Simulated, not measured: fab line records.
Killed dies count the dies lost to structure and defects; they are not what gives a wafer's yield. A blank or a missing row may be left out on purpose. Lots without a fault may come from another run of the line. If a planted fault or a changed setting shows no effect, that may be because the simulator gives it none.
fab line records	flow nand-harc
record lots=24	wafers=72	last-day=33
route steps=1302 shown A_SLIT@946 A_CONTACT@1019
lots with no fault: from the same line, run without faults
start-h: the number of hours between the record's first day and the start of the first shown wafer of the lot	wait-h: hours since the lot's step before	" unchanged from the row above	L1.1+2: a single row standing in for several wafers	- no value, or no start was given	* or withheld: withheld	< > ~ a bound
route shown NAME@n: NAME is a module with steps in the file, n the number in the route of the first one	usual: the fault-free wafers' mean and standard deviation	same: alike in all rows	chamber/n: place in a boat	sites: each site's reading	_std_site: standard deviation of those values	_edge_site: the outer-site mean with the inner-site mean subtracted	radius-mm: for every site, how far away it sits from the centre of the wafer	mask NAME#n: copy n	behind: tool/chamber where the wafer was last shaped	hold: the reason the lot was held/the length of the hold in hours/how it ended	device: which transistor (n, p or np) failed to switch	end of line: tests of these same wafers at the route's end	a step without rows: its recipe alone	killed: dies that structure and defects cost at the first sort, which is not the same as the wafer's yield	map: per-die view of a wafer (x killed, . not killed, _ where there is no die)
set.NAME: the run value of the setting; set.NAME@STEP: its run value at that earlier step	model.NAME: the simulator's own value behind a step, which no gauge read
a sample of lots followed through the steps of the route, with each step as a table and each wafer as a row
services: a tool's chamber out of use, with start hour (start-h, from the record's first day; less than 0 if before it), hours out, and reason
## steps
# step NHARC_A_SLIT_CD_MEAS_21
# usual cd-nm=289.5/0.72
lot.wafer	tool	chamber	start-h	wait-h	cd-nm
L074.1	cd-sem-03	-	454.44	-	289.5
L074.3	"	-	"	"	288.7
L074.6	"	-	"	"	289.4
L075.2	cd-sem-01	-	478.17	-	288.6
L075.3	"	-	"	"	288.8
L075.4	"	-	"	"	287.8
L078.2	cd-sem-01	-	479.68	-	290.2
L078.3	"	-	"	"	289.8
L078.5	"	-	"	"	289.5
L077.1	cd-sem-01	-	482.07	-	289.5
L077.4	"	-	"	"	288.9
L077.5	"	-	"	"	289.6
L079.2	cd-sem-03	-	498.37	-	289.3
L079.3	"	-	"	"	289.1
L079.5	"	-	"	"	289.5
L076.1	cd-sem-01	-	499.58	-	289.0
L076.2	"	-	"	"	289.6
L076.3	"	-	"	"	289.1
L080.1	cd-sem-02	-	509.11	-	288.9
L080.2	"	-	"	"	288.2
L080.5	"	-	"	"	288.7
L082.1	cd-sem-03	-	531.95	-	290.2
L082.4	"	-	"	"	290.3
L082.6	"	-	"	"	289.8
L081.1	cd-sem-02	-	532.49	-	289.4
L081.2	"	-	"	"	289.2
L081.5	"	-	"	"	289.3
L083.2	cd-sem-02	-	552.23	-	288.1
L083.3	"	-	"	"	288.1
L083.6	"	-	"	"	288.2
L084.1	cd-sem-02	-	564.70	-	289.3
L084.4	"	-	"	"	289.6
L084.5	"	-	"	"	289.8
L085.2	cd-sem-03	-	566.48	-	288.9
L085.5	"	-	"	"	288.9
L085.6	"	-	"	"	289.2
L086.2	cd-sem-02	-	582.58	-	288.4
L086.4	"	-	"	"	289.2
L086.5	"	-	"	"	289.2
L087.2	cd-sem-03	-	587.19	-	289.4
L087.3	"	-	"	"	288.8
L087.4	"	-	"	"	289.2
L089.1	cd-sem-01	-	603.48	-	290.1
L089.3	"	-	"	"	289.4
L089.4	"	-	"	"	289.9
L088.3	cd-sem-03	-	609.33	-	289.7
L088.4	"	-	"	"	290.1
L088.6	"	-	"	"	290.3
L090.4	cd-sem-01	-	632.83	-	290.1
L090.5	"	-	"	"	289.9
L090.6	"	-	"	"	290.4
L091.1	cd-sem-03	-	636.56	0.1	289.7
L091.3	"	-	"	"	289.8
L091.4	"	-	"	"	290.1
L092.2	cd-sem-03	-	642.79	0.1	290.5
L092.4	"	-	"	"	290.3
L092.6	"	-	"	"	290.3
L094.2	cd-sem-03	-	654.75	-	290.7
L094.5	"	-	"	"	290.1
L094.6	"	-	"	"	290.3
L095.1	cd-sem-02	-	654.76	-	290.6
L095.4	"	-	"	"	289.9
L095.5	"	-	"	"	290.0
L093.1	cd-sem-03	-	669.74	-	291.0
L093.5	"	-	"	"	290.0
L093.6	"	-	"	"	291.1
L096.1	cd-sem-01	-	669.94	-	289.8
L096.5	"	-	"	"	289.9
L096.6	"	-	"	"	289.6
L097.1	cd-sem-02	-	686.85	-	288.5
L097.2	"	-	"	"	288.7
L097.6	"	-	"	"	288.5
# step NHARC_A_CONTACT_ETCH_96
# recipe target-depth-a=200	over-etch-frac=0.5	time-s=10	ion-energy-ev=250	c4f6-flow-sccm=25	o2-flow-sccm=20	ar-flow-sccm=500	rf-w=600	bias-w=500	chemistry=C4F6/O2
# usual drypump-motor-current-A=5.9/0.66	oes-product-au=0.974/0.024	rf-vpp-V=548/3.4	showerhead-plenum-p-Torr=3.97/0.17	throttle-valve-pct=26.903/0.0086
lot.wafer	tool	chamber	start-h	wait-h	drypump-motor-current-A	oes-product-au	rf-hours-counter-h	rf-vpp-V	showerhead-plenum-p-Torr	throttle-valve-pct
L074.3	rie-diel-13	0	-	-	6.5	0.951	53	543	3.72	26.906
L074.1	"	1	"	"	5.2	0.928	49	546	3.87	26.896
L074.6	"	0	"	"	6.5	0.950	-	543	3.72	26.904
L075.4	rie-diel-04	2	-	-	5.7	0.943	20	550	4.08	26.900
L075.2	"	0	"	"	6.8	0.956	21	542	3.64	26.906
L075.3	"	1	"	"	5.2	0.937	16	546	3.88	26.921
L078.3	rie-diel-04	3	-	-	6.2	0.942	21	547	3.96	26.902
L078.2	"	1	"	"	5.1	0.957	17	547	3.88	26.907
L078.5	"	3	"	"	6.3	0.944	-	547	3.96	26.917
L077.1	rie-diel-12	0	-	-	5.0	1.007	17	552	4.22	26.926
L077.4	"	3	"	"	6.2	1.007	18	551	4.11	26.899
L077.5	"	0	"	"	5.0	1.005	-	552	4.22	26.899
L079.3	rie-diel-13	3	-	-	5.0	0.996	2	549	4.03	26.894
L079.2	"	0	"	"	6.5	0.999	3	543	3.72	26.909
L079.5	"	1	"	"	5.2	1.007	-	545	3.86	26.910
L076.1	rie-diel-12	2	-	-	6.4	0.988	29	542	3.73	26.901
L076.3	"	3	"	"	6.2	0.972	26	551	4.11	26.909
L076.2	"	1	"	"	4.8	0.991	29	544	3.85	26.904
L080.1	rie-diel-12	2	-	-	6.5	0.952	31	544	3.73	26.904
L080.2	"	0	"	"	5.0	0.946	27	552	4.21	26.908
L080.5	"	1	"	"	4.8	0.939	-	547	3.85	26.902
L082.1	rie-diel-04	1	-	-	5.1	0.930	3	544	3.88	26.899
L082.4	"	3	"	"	6.3	0.955	6	547	3.95	26.910
L082.6	"	2	"	"	5.7	0.945	-	550	4.07	26.903
L081.1	rie-diel-04	1	-	-	5.1	0.994	3	545	3.88	26.889
L081.2	"	0	"	"	6.8	0.997	6	552	4.22	26.889
L081.5	"	1	"	"	5.1	0.992	-	546	3.88	26.912
L083.3	rie-diel-04	2	-	-	5.7	0.997	7	550	4.07	26.911
L083.2	"	3	"	"	6.3	0.989	10	548	3.95	26.907
L083.6	"	3	"	"	6.3	0.987	-	548	3.95	26.908
L084.4	rie-diel-04	0	-	-	6.8	0.958	9	551	4.22	26.898
L084.1	"	1	"	"	5.1	0.963	6	545	3.88	26.909
L084.5	"	0	"	"	6.8	0.967	-	554	4.22	26.917
L085.2	rie-diel-04	1	-	-	5.1	1.002	6	545	3.88	26.890
L085.6	"	0	"	"	6.8	0.995	-	552	4.22	26.907
L085.5	"	1	"	"	5.1	1.005	-	546	3.88	26.905
L086.2	rie-diel-13	0	622.36	0.1	6.5	0.954	34	543	3.70	26.898
L086.5	"	0	"	"	6.5	0.955	-	542	3.70	26.903
L086.4	"	2	"	"	5.8	0.961	-	543	3.71	26.885
L087.4	rie-diel-04	2	-	-	5.7	0.968	12	550	4.07	26.912
L087.3	"	3	"	"	6.3	0.946	16	546	3.95	26.909
L087.2	"	1	"	"	5.1	0.950	11	546	3.87	26.910
L089.1	rie-diel-04	0	-	-	6.8	1.015	18	553	4.22	26.902
L089.4	"	1	"	"	5.2	0.990	14	546	3.87	26.893
L089.3	"	2	"	"	5.7	0.998	16	550	4.07	26.897
L088.4	rie-diel-04	2	-	-	5.8	1.004	16	551	4.07	26.910
L088.3	"	1	"	"	5.2	0.991	14	547	3.87	26.889
L088.6	"	2	"	"	5.7	1.006	-	551	4.07	26.914
L091.3	rie-diel-04	3	-	-	6.3	0.981	24	547	3.94	26.925
L091.4	"	1	"	"	5.1	0.955	18	547	3.87	26.891
L091.1	"	2	"	"	5.7	0.957	20	552	4.06	26.890
L090.4	rie-diel-04	2	-	-	5.7	1.003	20	550	4.06	26.899
L090.6	"	2	"	"	5.7	0.995	-	550	4.06	26.909
L090.5	"	3	"	"	6.3	1.006	-	547	3.94	26.908
L092.4	rie-diel-04	3	-	-	6.3	0.976	25	547	3.94	26.914
L092.2	"	1	"	"	5.1	0.943	20	547	3.87	26.892
L092.6	"	3	"	"	6.2	0.978	-	547	3.94	26.919
L095.1	rie-diel-04	0	691.96	0.4	6.8	0.974	25	554	4.21	26.902
L095.5	"	0	"	"	6.8	0.971	-	553	4.21	26.894
L095.4	"	2	"	"	5.7	0.967	-	550	4.06	26.900
L094.2	rie-diel-12	2	-	-	6.4	0.951	28	543	3.70	26.902
L094.6	"	0	"	"	5.0	0.960	-	552	4.18	26.903
L094.5	"	1	"	"	4.8	0.957	-	545	3.82	26.905
L093.1	rie-diel-04	0	707.40	0.1	6.8	0.953	31	550	4.21	26.900
L093.6	"	3	"	"	6.3	0.961	-	548	3.93	26.897
L093.5	"	0	"	"	6.8	0.951	-	553	4.21	26.904
L096.1	rie-diel-13	3	-	-	5.0	0.992	0	549	3.99	26.904
L096.5	"	0	"	"	6.5	1.000	-	542	3.68	26.918
L096.6	"	1	"	"	5.2	0.992	-	545	3.83	26.910
L097.1	rie-diel-12	0	-	-	5.0	0.957	31	550	4.17	26.911
L097.2	"	2	"	"	6.4	0.939	36	543	3.70	26.888
L097.6	"	0	"	"	5.0	0.949	-	552	4.17	26.919
# step NHARC_A_CONTACT_DESCUM_74
# recipe time-s=3	o2-flow-sccm=200	ar-flow-sccm=0	bias-power-w=0	chemistry=O2
# usual drypump-motor-current-A=5.9/0.67	oes-product-au=1.001/0.0078	rf-vpp-V=57.9/0.9	showerhead-plenum-p-Torr=1.94/0.093	throttle-valve-pct=11.311/0.0087
lot.wafer	tool	chamber	start-h	wait-h	drypump-motor-current-A	oes-product-au	rf-hours-counter-h	rf-vpp-V	showerhead-plenum-p-Torr	throttle-valve-pct
L074.3	rie-diel-12	3	499.60	0.1	6.3	1.002	12	58.2	2.02	11.307
L074.1	"	1	"	"	4.8	1.003	13	57.0	1.88	11.316
L074.6	"	2	"	"	6.4	1.008	-	57.3	1.82	11.314
L075.3	rie-diel-04	3	518.43	0.1	6.2	1.009	21	56.8	1.93	11.322
L075.2	"	0	"	"	6.8	1.009	21	56.7	1.76	11.308
L075.4	"	2	"	"	5.7	1.006	20	57.8	2.00	11.311
L078.2	rie-diel-12	1	519.34	0.1	4.8	1.004	21	59.1	1.88	11.321
L078.3	"	2	"	"	6.4	1.008	21	56.5	1.81	11.294
L078.5	"	2	"	"	6.4	0.992	-	58.9	1.81	11.323
L077.4	rie-diel-04	2	523.51	0.1	5.7	0.996	21	57.8	2.00	11.306
L077.1	"	3	"	"	6.2	0.996	22	58.0	1.93	11.310
L077.5	"	2	"	"	5.7	0.989	-	58.9	2.00	11.316
L079.3	rie-diel-12	0	539.78	0.1	5.0	1.007	24	58.2	2.07	11.298
L079.2	"	1	"	"	4.8	1.007	29	57.3	1.87	11.305
L079.5	"	1	"	"	4.8	1.006	-	58.0	1.87	11.302
L076.1	rie-diel-04	0	544.90	0.1	6.8	0.993	0	57.1	2.08	11.308
L076.2	"	3	"	"	6.2	1.003	0	58.7	1.93	11.320
L076.3	"	0	"	"	6.8	1.001	-	57.7	2.08	11.305
L080.1	rie-diel-04	0	551.15	0.1	6.8	1.006	2	57.8	2.08	11.317
L080.2	"	1	"	"	5.2	1.006	1	59.5	1.89	11.301
L080.5	"	0	"	"	6.8	1.000	-	58.2	2.08	11.311
L082.1	rie-diel-04	2	576.29	0.1	5.7	0.999	3	58.6	1.99	11.297
L082.4	"	0	"	"	6.8	1.015	6	58.4	2.07	11.308
L082.6	"	1	"	"	5.1	0.986	-	56.3	1.89	11.318
L081.1	rie-diel-04	1	576.76	0.1	5.1	0.999	3	57.4	1.89	11.305
L081.2	"	2	"	"	5.7	1.010	4	58.2	1.99	11.299
L081.5	"	3	"	"	6.3	1.011	-	58.9	1.93	11.310
L083.3	rie-diel-12	0	600.78	0.1	5.0	0.995	44	58.6	2.06	11.305
L083.2	"	2	"	"	6.4	0.999	47	57.4	1.81	11.303
L083.6	"	3	"	"	6.3	1.001	-	59.1	2.01	11.309
L084.1	rie-diel-04	3	605.80	0.1	6.3	1.002	12	58.9	1.93	11.305
L084.4	"	0	"	"	6.8	1.002	10	58.6	2.07	11.314
L084.5	"	3	"	"	6.3	1.003	-	56.5	1.93	11.298
L085.2	rie-diel-04	1	606.34	0.2	5.1	0.989	7	58.4	1.89	11.311
L085.6	"	1	"	"	5.1	0.994	-	57.8	1.89	11.309
L085.5	"	2	"	"	5.7	0.995	-	58.0	1.99	11.313
L086.4	rie-diel-04	0	629.25	0.1	6.8	1.004	15	58.8	2.07	11.296
L086.2	"	2	"	"	5.7	0.992	13	58.5	1.99	11.314
L086.5	"	0	"	"	6.8	1.000	-	56.8	2.07	11.306
L087.4	rie-diel-04	0	629.74	0.1	6.8	0.998	15	57.7	2.07	11.299
L087.3	"	1	"	"	5.1	0.994	11	57.7	1.89	11.309
L087.2	"	2	"	"	5.7	0.999	13	59.0	1.99	11.318
L089.4	rie-diel-04	3	650.81	0.1	6.2	1.004	20	58.4	1.92	11.301
L089.3	"	0	"	"	6.8	0.995	18	58.4	2.07	11.309
L089.1	"	2	"	"	5.7	0.995	16	59.3	1.99	11.311
L088.3	rie-diel-04	2	653.51	0.1	5.7	1.020	17	57.5	1.99	11.289
L088.4	"	3	"	"	6.2	1.006	21	57.9	1.92	11.319
L088.6	"	3	"	"	6.3	1.013	-	58.2	1.92	11.308
L091.1	rie-diel-12	2	680.88	0.1	6.4	1.003	17	57.2	1.80	11.297
L091.3	"	3	"	"	6.3	0.998	15	57.4	2.00	11.309
L091.4	"	0	"	"	5.0	0.997	15	59.1	2.05	11.303
L090.4	rie-diel-13	3	681.88	0.1	5.0	1.002	58	57.2	1.95	11.317
L090.6	"	2	"	"	5.7	1.008	-	56.3	1.80	11.310
L090.5	"	3	"	"	5.0	1.008	-	57.2	1.95	11.303
L092.2	rie-diel-04	2	691.43	0.1	5.7	0.999	25	56.3	1.99	11.313
L092.6	"	2	"	"	5.7	0.999	-	60.0	1.99	11.315
L092.4	"	3	"	"	6.2	1.004	-	57.3	1.92	11.299
L095.1	rie-diel-04	3	697.90	0.1	6.3	1.011	30	58.0	1.92	11.319
L095.4	"	0	"	"	6.8	1.005	-	58.9	2.07	11.301
L095.5	"	2	"	"	5.7	1.001	-	58.0	1.99	11.305
L094.2	rie-diel-12	2	699.04	0.1	6.5	1.000	29	55.5	1.79	11.299
L094.6	"	2	"	"	6.4	1.010	-	58.2	1.79	11.312
L094.5	"	3	"	"	6.2	0.999	-	58.2	2.00	11.307
L096.1	rie-diel-13	1	715.47	0.1	5.1	0.994	2	56.8	1.86	11.313
L096.5	"	2	"	"	5.8	0.993	-	56.0	1.79	11.311
L096.6	"	3	"	"	5.0	0.995	-	57.9	1.95	11.298
L093.1	rie-diel-12	2	716.99	0.1	6.4	0.997	34	58.1	1.79	11.304
L093.5	"	3	"	"	6.3	0.999	-	57.9	2.00	11.310
L093.6	"	0	"	"	5.0	1.010	-	58.8	2.05	11.312
L097.1	rie-diel-13	1	729.92	0.1	5.2	1.008	6	57.5	1.86	11.315
L097.2	"	0	"	"	6.4	0.995	5	57.2	1.78	11.306
L097.6	"	1	"	"	5.2	0.988	-	56.2	1.86	11.323
# step NHARC_A_CONTACT_ETCH_75
# recipe target-depth-a=390	over-etch-frac=0.3	time-s=65	ion-energy-ev=80	cf4-flow-sccm=150	ar-flow-sccm=0	rf-w=300	bias-w=100	chemistry=CF4
# usual drypump-motor-current-A=5.9/0.67	oes-product-au=1.002/0.0079	rf-vpp-V=151.6/1.3	showerhead-plenum-p-Torr=1.79/0.081	throttle-valve-pct=13.282/0.0075
lot.wafer	tool	chamber	start-h	wait-h	drypump-motor-current-A	oes-product-au	rf-hours-counter-h	rf-vpp-V	showerhead-plenum-p-Torr	throttle-valve-pct
L074.1	rie-diel-12	0	499.68	0.1	5.0	1.007	11	152.4	1.90	13.274
L074.3	"	1	"	"	4.8	1.002	13	151.6	1.74	13.278
L074.6	"	1	"	"	4.8	0.997	-	151.4	1.74	13.289
L075.2	rie-diel-04	3	518.52	0.1	6.3	1.002	21	151.5	1.78	13.287
L075.4	"	0	"	"	6.8	1.008	21	149.7	1.64	13.262
L075.3	"	2	"	"	5.7	1.004	20	152.5	1.84	13.276
L078.3	rie-diel-12	0	519.43	0.1	5.0	1.001	17	152.8	1.90	13.287
L078.2	"	2	"	"	6.4	0.998	21	151.8	1.68	13.295
L078.5	"	3	"	"	6.3	1.003	-	152.4	1.86	13.270
L077.1	rie-diel-04	2	523.63	0.1	5.7	1.003	21	151.1	1.84	13.278
L077.4	"	3	"	"	6.3	1.003	22	152.0	1.78	13.287
L077.5	"	1	"	"	5.1	1.006	-	151.5	1.75	13.272
L079.3	rie-diel-12	2	540.05	0.3	6.4	1.010	29	150.5	1.68	13.293
L079.2	"	0	"	"	5.0	1.007	24	151.8	1.90	13.280
L079.5	"	3	"	"	6.3	1.012	-	153.5	1.85	13.282
L076.2	rie-diel-04	3	545.04	0.1	6.2	1.013	0	149.9	1.78	13.274
L076.1	"	0	"	"	6.8	1.012	0	153.8	1.91	13.289
L076.3	"	3	"	"	6.3	1.000	-	152.1	1.78	13.280
L080.1	rie-diel-04	2	551.23	0.1	5.7	0.997	1	152.6	1.84	13.291
L080.2	"	1	"	"	5.1	0.999	1	152.3	1.75	13.283
L080.5	"	3	"	"	6.2	1.007	-	151.3	1.78	13.282
L082.4	rie-diel-04	0	576.37	0.1	6.8	1.001	6	153.4	1.91	13.285
L082.1	"	2	"	"	5.7	1.008	3	152.4	1.84	13.291
L082.6	"	3	"	"	6.3	1.015	-	150.6	1.78	13.279
L081.2	rie-diel-04	3	576.83	0.1	6.2	1.019	7	151.6	1.78	13.289
L081.1	"	2	"	"	5.7	1.005	4	153.1	1.84	13.280
L081.5	"	0	"	"	6.8	1.003	-	152.7	1.91	13.276
L083.3	rie-diel-12	3	600.86	0.1	6.3	1.006	43	152.6	1.85	13.282
L083.2	"	0	"	"	5.0	0.992	44	151.9	1.90	13.271
L083.6	"	2	"	"	6.4	0.997	-	150.6	1.68	13.285
L084.1	rie-diel-04	1	605.89	0.1	5.1	0.996	7	149.9	1.75	13.286
L084.4	"	2	"	"	5.7	1.006	8	152.4	1.84	13.268
L084.5	"	1	"	"	5.1	0.999	-	151.1	1.75	13.294
L085.2	rie-diel-04	0	606.43	0.1	6.8	1.004	10	153.8	1.91	13.279
L085.6	"	3	"	"	6.2	1.001	-	151.5	1.78	13.275
L085.5	"	0	"	"	6.7	1.004	-	153.9	1.91	13.283
L086.4	rie-diel-04	3	629.33	0.1	6.3	1.021	16	150.8	1.78	13.296
L086.2	"	2	"	"	5.7	1.011	13	151.4	1.83	13.283
L086.5	"	0	"	"	6.8	1.010	-	152.7	1.90	13.263
L087.4	rie-diel-04	3	629.83	0.1	6.3	1.001	17	150.3	1.78	13.285
L087.3	"	0	"	"	6.8	1.000	15	151.4	1.90	13.292
L087.2	"	1	"	"	5.2	0.996	11	151.4	1.75	13.289
L089.3	rie-diel-04	1	650.90	0.1	5.1	0.993	14	151.1	1.75	13.277
L089.4	"	2	"	"	5.7	1.009	16	151.8	1.83	13.280
L089.1	"	3	"	"	6.2	1.008	20	152.0	1.78	13.278
L088.3	rie-diel-04	0	653.60	0.1	6.8	1.010	19	152.0	1.90	13.279
L088.4	"	2	"	"	5.7	0.997	17	152.5	1.83	13.277
L088.6	"	0	"	"	6.8	0.999	-	153.1	1.90	13.278
L091.3	rie-diel-12	1	680.96	0.1	4.8	1.002	13	150.9	1.72	13.292
L091.4	"	2	"	"	6.4	0.995	17	149.9	1.67	13.272
L091.1	"	3	"	"	6.3	0.987	15	153.1	1.84	13.288
L090.4	rie-diel-13	0	681.97	0.1	6.5	1.007	56	150.2	1.66	13.296
L090.6	"	0	"	"	6.4	1.010	-	148.6	1.66	13.296
L090.5	"	1	"	"	5.2	0.991	-	150.7	1.73	13.279
L092.2	rie-diel-04	2	691.52	0.1	5.7	1.006	25	152.7	1.83	13.288
L092.4	"	2	"	"	5.7	1.003	-	150.6	1.83	13.284
L092.6	"	3	"	"	6.3	1.003	-	150.6	1.78	13.292
L095.1	rie-diel-04	3	697.98	0.1	6.3	1.014	30	151.8	1.77	13.270
L095.5	"	3	"	"	6.2	1.010	-	149.2	1.77	13.282
L095.4	"	2	"	"	5.7	1.007	-	151.6	1.83	13.285
L094.2	rie-diel-12	0	699.13	0.1	5.0	1.002	23	152.8	1.89	13.278
L094.6	"	3	"	"	6.3	1.004	-	153.6	1.84	13.285
L094.5	"	0	"	"	5.0	0.986	-	152.9	1.89	13.293
L096.1	rie-diel-13	0	715.55	0.1	6.5	0.986	2	150.3	1.66	13.271
L096.6	"	1	"	"	5.2	0.985	-	150.9	1.72	13.285
L096.5	"	2	"	"	5.7	0.980	-	150.7	1.66	13.283
L093.1	rie-diel-12	1	717.06	0.1	4.8	1.016	31	150.6	1.72	13.276
L093.6	"	2	"	"	6.4	1.002	-	149.6	1.67	13.278
L093.5	"	3	"	"	6.3	0.996	-	151.4	1.84	13.291
L097.2	rie-diel-13	0	730.00	0.1	6.4	0.989	5	150.8	1.66	13.280
L097.1	"	3	"	"	5.0	0.992	7	151.6	1.80	13.290
L097.6	"	0	"	"	6.4	0.988	-	150.5	1.66	13.283
# step NHARC_A_CONTACT_ETCH_125
# recipe source-w=withheld	pressure-mtorr=20	bias-v=3000	time-s=197	target-depth-a=19180	ar-flow-sccm=withheld	c4f8-flow-sccm=withheld	o2-flow-sccm=withheld	chemistry=C4F8/O2/Ar
lot.wafer	tool	chamber	start-h	wait-h	rf-hours-counter-h
L074.1	har-cap-etch-03	0	501.44	0.2	40
L074.3	"	0	"	"	-
L074.6	"	1	"	"	-
L075.2	har-cap-etch-03	1	520.17	0.2	44
L075.3	"	1	"	"	-
L075.4	"	0	"	"	-
L078.2	har-cap-etch-02	0	521.08	0.2	87
L078.3	"	0	"	"	-
L078.5	"	1	"	"	-
L077.1	har-cap-etch-01	0	525.42	0.2	2
L077.4	"	0	"	"	-
L077.5	"	1	"	"	-
L079.2	har-cap-etch-01	0	542.09	0.2	6
L079.3	"	0	"	"	-
L079.5	"	0	"	"	-
L076.2	har-cap-etch-02	0	547.57	0.2	92
L076.1	"	1	"	"	92
L076.3	"	1	"	"	-
L080.1	har-cap-etch-03	1	552.89	0.2	51
L080.2	"	0	"	"	51
L080.5	"	1	"	"	-
L082.1	har-cap-etch-01	1	578.13	0.2	11
L082.4	"	0	"	"	-
L082.6	"	1	"	"	-
L081.2	har-cap-etch-03	0	579.05	0.2	55
L081.1	"	1	"	"	55
L081.5	"	1	"	"	-
L083.2	har-cap-etch-03	0	602.55	0.2	59
L083.3	"	0	"	"	-
L083.6	"	1	"	"	-
L084.1	har-cap-etch-02	1	607.67	0.2	101
L084.4	"	0	"	"	-
L084.5	"	0	"	"	-
L085.2	har-cap-etch-01	0	608.63	0.2	16
L085.5	"	0	"	"	-
L085.6	"	1	"	"	-
L086.2	har-cap-etch-01	1	631.02	0.2	19
L086.4	"	1	"	"	-
L086.5	"	0	"	"	-
L087.2	har-cap-etch-02	0	632.03	0.2	106
L087.4	"	0	"	"	-
L087.3	"	1	"	"	-
L089.1	har-cap-etch-02	0	652.55	0.2	110
L089.3	"	0	"	"	-
L089.4	"	1	"	"	-
L088.3	har-cap-etch-01	0	655.31	0.2	-
L088.4	"	1	"	"	-
L088.6	"	1	"	"	-
L091.1	har-cap-etch-01	1	682.88	0.2	28
L091.3	"	1	"	"	-
L091.4	"	0	"	"	-
L090.4	har-cap-etch-03	0	684.10	0.2	-
L090.6	"	1	"	"	-
L090.5	"	0	"	"	-
L092.2	har-cap-etch-03	0	693.54	0.2	73
L092.4	"	0	"	"	-
L092.6	"	0	"	"	-
L095.1	har-cap-etch-03	0	699.96	0.2	75
L095.4	"	1	"	"	-
L095.5	"	0	"	"	-
L094.2	har-cap-etch-02	0	700.81	0.2	119
L094.5	"	1	"	"	-
L094.6	"	0	"	"	-
L096.1	har-cap-etch-02	1	717.21	0.2	123
L096.5	"	0	"	"	-
L096.6	"	1	"	"	-
L093.1	har-cap-etch-01	1	718.70	0.2	36
L093.5	"	1	"	"	-
L093.6	"	0	"	"	-
L097.1	har-cap-etch-03	1	731.66	0.2	83
L097.2	"	0	"	"	83
L097.6	"	0	"	"	-
# step NHARC_A_CONTACT_ETCH_128
# recipe source-w=withheld	pressure-mtorr=20	bias-v=3000	time-s=197	target-depth-a=19180	ar-flow-sccm=withheld	c4f8-flow-sccm=withheld	o2-flow-sccm=withheld	chemistry=C4F8/O2/Ar
lot.wafer	tool	chamber	start-h	wait-h	rf-hours-counter-h
L074.1	har-cap-etch-03	0	502.16	0.2	41
L074.3	"	0	"	"	-
L074.6	"	1	"	"	-
L075.2	har-cap-etch-03	1	520.71	0.1	45
L075.3	"	1	"	"	-
L075.4	"	0	"	"	-
L078.2	har-cap-etch-02	0	521.61	0.1	87
L078.3	"	0	"	"	-
L078.5	"	1	"	"	-
L077.1	har-cap-etch-01	0	525.95	0.1	3
L077.4	"	0	"	"	-
L077.5	"	1	"	"	-
L079.2	har-cap-etch-01	0	542.62	0.1	7
L079.3	"	0	"	"	-
L079.5	"	0	"	"	-
L076.2	har-cap-etch-02	0	548.10	0.1	93
L076.1	"	1	"	"	93
L076.3	"	1	"	"	-
L080.1	har-cap-etch-03	1	553.42	0.1	51
L080.2	"	0	"	"	51
L080.5	"	1	"	"	-
L082.1	har-cap-etch-01	1	578.83	0.2	11
L082.4	"	0	"	"	-
L082.6	"	1	"	"	-
L081.2	har-cap-etch-03	0	579.58	0.1	55
L081.1	"	1	"	"	55
L081.5	"	1	"	"	-
L083.2	har-cap-etch-03	0	603.07	0.1	59
L083.3	"	0	"	"	-
L083.6	"	1	"	"	-
L084.1	har-cap-etch-02	1	608.37	0.2	102
L084.4	"	0	"	"	-
L084.5	"	0	"	"	-
L085.2	har-cap-etch-01	0	609.15	0.1	17
L085.5	"	0	"	"	-
L085.6	"	1	"	"	-
L086.2	har-cap-etch-01	1	631.54	0.1	20
L086.4	"	1	"	"	-
L086.5	"	0	"	"	-
L087.2	har-cap-etch-02	0	632.56	0.1	107
L087.4	"	0	"	"	-
L087.3	"	1	"	"	-
L089.1	har-cap-etch-02	0	653.08	0.1	110
L089.3	"	0	"	"	-
L089.4	"	1	"	"	-
L088.3	har-cap-etch-01	0	655.84	0.1	-
L088.4	"	1	"	"	-
L088.6	"	1	"	"	-
L091.1	har-cap-etch-01	1	683.41	0.1	28
L091.3	"	1	"	"	-
L091.4	"	0	"	"	-
L090.4	har-cap-etch-03	0	684.80	0.2	-
L090.6	"	1	"	"	-
L090.5	"	0	"	"	-
L092.2	har-cap-etch-03	0	694.07	0.1	74
L092.4	"	0	"	"	-
L092.6	"	0	"	"	-
L095.1	har-cap-etch-03	0	700.49	0.1	76
L095.4	"	1	"	"	-
L095.5	"	0	"	"	-
L094.2	har-cap-etch-02	0	701.35	0.1	119
L094.5	"	1	"	"	-
L094.6	"	0	"	"	-
L096.1	har-cap-etch-02	1	717.74	0.1	123
L096.5	"	0	"	"	-
L096.6	"	1	"	"	-
L093.1	har-cap-etch-01	1	719.24	0.1	36
L093.5	"	1	"	"	-
L093.6	"	0	"	"	-
L097.1	har-cap-etch-03	1	732.20	0.2	83
L097.2	"	0	"	"	83
L097.6	"	0	"	"	-
## services
tool	chamber	start-h	hours	kind
rie-diel-04	0	486.01	-	clean
rie-diel-04	1	486.01	-	clean
rie-diel-04	2	486.01	-	clean
rie-diel-04	3	486.01	-	clean
har-cap-etch-01	-	497.00	17.0	pm
rie-diel-04	0	510.51	-	clean
rie-diel-04	1	510.51	-	clean
rie-diel-04	2	510.51	-	clean
rie-diel-13	-	519.05	9.0	pm
rie-diel-04	-	532.01	9.0	pm
har-cap-etch-03	-	536.44	0.8	repair
rie-diel-04	2	541.95	6.8	repair
rie-diel-13	-	541.96	0.2	repair
rie-diel-12	3	581.97	1.5	repair
rie-diel-12	1	602.59	2.8	repair
rie-diel-04	3	614.29	2.4	repair
rie-diel-13	1	614.60	13.0	repair
rie-diel-12	-	623.40	9.0	pm
rie-diel-04	3	647.60	2.8	repair
rie-diel-12	1	650.10	4.9	repair
har-cap-etch-02	-	669.27	0.5	repair
rie-diel-13	-	696.05	9.0	pm
rie-diel-04	-	709.01	9.0	pm
rie-diel-04	1	729.15	1.3	repair
## key
fault none
